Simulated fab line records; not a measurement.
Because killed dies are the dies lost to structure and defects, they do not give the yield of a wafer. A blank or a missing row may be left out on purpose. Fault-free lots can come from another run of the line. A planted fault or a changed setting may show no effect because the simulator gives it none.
Chamber matching || flow n5_finfet || 4 sister chambers for N5_BEOL_M0_SAQP_ETCH_49 on rie_diel-03
The step etches SiO2 in CF4/O2, target depth 37 nm. 4 wafers are shown with their chamber, then 11 later ones without.

WAFERS WITH THEIR CHAMBER
{"wafer": "L086.4", "chamber": 0, "showerhead_plenum_p_Torr (Torr)": 2.17}
{"wafer": "L088.1", "chamber": 2, "showerhead_plenum_p_Torr (Torr)": 2.08}
{"wafer": "L088.2", "chamber": 3, "showerhead_plenum_p_Torr (Torr)": 2.34}
{"wafer": "L089.2", "chamber": 1, "showerhead_plenum_p_Torr (Torr)": 2.26}

WAFERS WITHOUT THEIR CHAMBER
{"wafer": "L089.3", "showerhead_plenum_p_Torr (Torr)": 2.34}
{"wafer": "L089.5", "showerhead_plenum_p_Torr (Torr)": 2.26}
{"wafer": "L090.2", "showerhead_plenum_p_Torr (Torr)": 2.16}
{"wafer": "L090.3", "showerhead_plenum_p_Torr (Torr)": 2.34}
{"wafer": "L090.6", "showerhead_plenum_p_Torr (Torr)": 2.34}
{"wafer": "L092.1", "showerhead_plenum_p_Torr (Torr)": 2.16}
{"wafer": "L092.2", "showerhead_plenum_p_Torr (Torr)": 2.33}
{"wafer": "L092.6", "showerhead_plenum_p_Torr (Torr)": 2.16}
{"wafer": "L094.1", "showerhead_plenum_p_Torr (Torr)": 2.16}
{"wafer": "L094.2", "showerhead_plenum_p_Torr (Torr)": 2.33}
{"wafer": "L094.3", "showerhead_plenum_p_Torr (Torr)": 2.26}

EACH ONE'S CHAMBER
{"wafer": "L089.3", "from the rows above": 3, "in truth": 3}
{"wafer": "L089.5", "from the rows above": 1, "in truth": 1}
{"wafer": "L090.2", "from the rows above": 0, "in truth": 0}
{"wafer": "L090.3", "from the rows above": 3, "in truth": 3}
{"wafer": "L090.6", "from the rows above": 3, "in truth": 3}
{"wafer": "L092.1", "from the rows above": 0, "in truth": 0}
{"wafer": "L092.2", "from the rows above": 3, "in truth": 3}
{"wafer": "L092.6", "from the rows above": 0, "in truth": 0}
{"wafer": "L094.1", "from the rows above": 0, "in truth": 0}
{"wafer": "L094.2", "from the rows above": 3, "in truth": 3}
{"wafer": "L094.3", "from the rows above": 1, "in truth": 1}
Correct placement for 11 of the 11. Left unplaced by these rows: 0. Wrongly placed: 0.
How it was worked out, from the rows above alone: a wafer's distance from a chamber is the root of the sum, over the readings, of the square of ((its reading less the chamber's mean) divided by the reading's scatter). The wafer belongs to the nearest chamber; if the next one is less than 2 further off, it can't be placed. A chamber's mean is the mean of its shown wafers. The scatter: with one shown wafer a chamber, the root of the mean of the squares of how far each hidden wafer lies from its nearest shown one.
